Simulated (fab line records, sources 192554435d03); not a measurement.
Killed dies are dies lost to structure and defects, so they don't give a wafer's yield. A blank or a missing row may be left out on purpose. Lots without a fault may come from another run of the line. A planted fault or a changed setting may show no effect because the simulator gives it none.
Split-lot experiment | flow n5_finfet | 7 lots, 21 wafers read, on a route of 1938 steps

THE SPLIT
At N5_BEOL_M0_SAQP_ILD_DEP_01 (deposits SiOC from DEMS/O2, target thk 45.419 nm, time 8.7 s), the setting time_s was moved away from the recipe's 8.7 s on 6 of the 21 wafers read, by -11.2% to +13.7%. The other wafers ran this setting at the recipe's value.

The reading is taken at the split's own step.

THE READING
SiOC_of_BEOL_M0_SAQP_ILD_DEP_01.thk_nm (the simulator's own value, which no gauge read), in nm, at N5_BEOL_M0_SAQP_ILD_DEP_01 (deposits SiOC from DEMS/O2, target thk 45.419 nm, time 8.7 s). The file gives no usual value for it. The 15 wafers here that ran the recipe average 45.5 nm, standard deviation 0.61 nm.

wafer  | tool, chamber at the split | time_s as run, s | against the recipe | SiOC_of_BEOL_M0_SAQP_ILD_DEP_01.thk_nm, nm | against lot-mates on the recipe
L079.3 | pecvd-03, 0                | 8.7              | recipe             | 45                                         | -
L079.5 | pecvd-03, 0                | 8.7              | recipe             | 45.6                                       | -
L079.6 | pecvd-03, 1                | 8.7              | recipe             | 46                                         | -
L084.1 | pecvd-04, 2                | 8.7              | recipe             | 45                                         | -
L084.2 | pecvd-04, 1                | 8.7              | recipe             | 45.2                                       | -
L084.6 | pecvd-04, 0                | 9.821            | +12.9%             | 52                                         | +6.9
L085.2 | pecvd-03, 2                | 8.7              | recipe             | 44.8                                       | -
L085.5 | pecvd-03, 0                | 8.7              | recipe             | 45.2                                       | -
L085.6 | pecvd-03, 2                | 9.893            | +13.7%             | 51.4                                       | +6.4
L091.1 | pecvd-04, 2                | 8.7              | recipe             | 45                                         | -
L091.4 | pecvd-04, 0                | 8.7              | recipe             | 45.2                                       | -
L091.5 | pecvd-04, 0                | 9.785            | +12.5%             | 51.4                                       | +6.3
L092.3 | pecvd-04, 2                | 8.7              | recipe             | 45.4                                       | -
L092.4 | pecvd-04, 1                | 8.7              | recipe             | 46.6                                       | -
L092.5 | pecvd-04, 0                | 7.798            | -10.4%             | 41.8                                       | -4.2
L096.2 | pecvd-04, 0                | 7.726            | -11.2%             | 40.6                                       | -6.0
L096.3 | pecvd-04, 2                | 7.726            | -11.2%             | 41.2                                       | -5.4
L096.4 | pecvd-04, 0                | 8.7              | recipe             | 46.6                                       | -
L097.1 | pecvd-01, 2                | 8.7              | recipe             | 45.2                                       | -
L097.2 | pecvd-01, 1                | 8.7              | recipe             | 45.6                                       | -
L097.4 | pecvd-01, 1                | 8.7              | recipe             | 46.6                                       | -

THE FIT
A straight line over all 21 wafers: SiOC_of_BEOL_M0_SAQP_ILD_DEP_01.thk_nm changes by +0.436 nm for each +1% of time_s; r = +0.98; the points scatter about the line by 0.61 nm.
The same after taking each lot's own level away (the mean of its wafers on the recipe; 21 wafers): +0.491 nm for each +1%; r = +0.99; scatter 0.45 nm.
On that fit, the largest move of time_s shifts the reading by 6.7 nm.
The lots' own levels span 45.00 to 46.60 nm, that is 2.6 times the standard deviation above.
So the lot-to-lot level changes the slope: the two fits differ.
Check: with one of the wafers moved furthest among these (+13.7%) left out of the fit, the line predicts +6.91 nm for it against its lot-mates. It came out at +6.4 nm against them.

OTHER SPLITS ON THESE WAFERS
These wafers also went through other splits before the reading. Each is held against what the fit with the lots' levels taken away leaves over:
other split on the same wafers         | wafers away from the commonest value | r with SiOC_of_BEOL_M0_SAQP_ILD_DEP_01.thk_nm (lot level and that fit taken away)
N5_MOL_CONTACT_COAG_VIA_ETCH_46 bias_w | 8                                    | +0.03

THE FILE'S OWN FIT
SiOC_of_BEOL_M0_SAQP_ILD_DEP_01.thk_nm changes by +0.488 nm for each +1% of time_s, r = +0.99.
